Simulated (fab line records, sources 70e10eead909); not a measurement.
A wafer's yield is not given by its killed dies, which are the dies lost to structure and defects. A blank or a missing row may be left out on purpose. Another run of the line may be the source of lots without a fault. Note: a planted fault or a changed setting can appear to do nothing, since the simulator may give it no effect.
2 desks, one fault || flow nand harc || what lay behind the numbers comes last; until then each desk has only its own

AT THE TOOL OWNER'S DESK: krf scanner-02
The tool's own readings at NHARC_P_ZERO_WELL_EXPOSE_08 (exposes mask P ZERO, target cd 500 nm): means of the sampled wafers that have a number, for each lot that ran on this tool. The brackets show how far a lot's mean lies from the usual mean; more than 4 standard deviations puts the lot out of limits, marked OUT.
Columns: A = exposure dose mJ cm2 at NHARC_P_ZERO_WELL_EXPOSE_08, usual 33.78
{"lot": "L866", "first seen here": "day 3 22:58", "A": 33.76}
{"lot": "L871", "first seen here": "day 6 01:05", "A": 33.80}
{"lot": "L875", "first seen here": "day 7 17:06", "A": "35.19 (+34) OUT"}
{"lot": "L877", "first seen here": "day 8 13:05", "A": "35.01 (+30) OUT"}
{"lot": "L880", "first seen here": "day 9 19:06", "A": "34.71 (+23) OUT"}
This desk finds L875, L877, L880 out of limits, L875 being first, at day 7 17:06 (exposure dose mJ cm2 at NHARC_P_ZERO_WELL_EXPOSE_08). Within limits: L866, L871.

THE METROLOGY DESK
What the gauges read for every lot (on any tool): the sampled wafers with a number, averaged. The brackets show how far a lot's mean lies from the usual mean; more than 4 standard deviations puts the lot out of limits, marked OUT.
Columns: A = cd nm at NHARC_P_ZERO_WELL_CD_MEAS_11, usual 499.3 nm; B = cd nm at NHARC_P_ZERO_WELL_CD_MEAS_37, usual 720.2 nm
{"lot": "L861", "first seen here": "day 1 21:15", "A": 500.3, "B": 720.1}
{"lot": "L864", "first seen here": "day 3 03:15", "A": 498.9, "B": 721.6}
{"lot": "L866", "first seen here": "day 3 23:07", "A": 498.9, "B": 720.7}
{"lot": "L868", "first seen here": "day 4 19:18", "A": 498.5, "B": 720.4}
{"lot": "L871", "first seen here": "day 6 01:14", "A": 500.5, "B": 719.8}
{"lot": "L875", "first seen here": "day 7 17:15", "A": "505.4 (+4.4) OUT", "B": 721.7}
{"lot": "L877", "first seen here": "day 8 13:14", "A": 503.9, "B": 719.4}
{"lot": "L878", "first seen here": "day 8 23:15", "A": 500.2, "B": 722.3}
{"lot": "L879", "first seen here": "day 9 09:15", "A": 500.3, "B": 719.5}
{"lot": "L880", "first seen here": "day 9 19:15", "A": 503.3, "B": 719.7}
{"lot": "L882", "first seen here": "day 10 15:16", "A": 497.2, "B": 719.9}
{"lot": "L884", "first seen here": "day 11 11:14", "A": 499.7, "B": 720.3}
This desk finds L875 out of limits, L875 being first, at day 7 17:15 (cd nm at NHARC_P_ZERO_WELL_CD_MEAS_11). Within limits: L861, L864, L866, L868, L871, L877, L878, L879, L880, L882, L884.

TAKEN TOGETHER
At day 7 17:06, on L875, L877, L880, the tool owner's desk was in a position to raise an alarm.
The metrology desk could have raised an alarm at day 7 17:15, on L875.
The metrology desk holds a record of L877, L880, inside its limits.
Of the lots named, all ran NHARC_P_ZERO_WELL_EXPOSE_08 on krf scanner-02.

WHAT HAD BEEN PUT IN BY THE SIMULATOR
Process parameters drifting: krf scanner-02 at NHARC_P_ZERO_WELL_EXPOSE_08, beginning at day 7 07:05. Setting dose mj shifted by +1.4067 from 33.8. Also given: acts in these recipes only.
Struck lots among those shown: L875, L877, L880.
Hours from the fault's start to each desk's first reading out of limits: the tool owner's desk, 10; the metrology desk, 10.
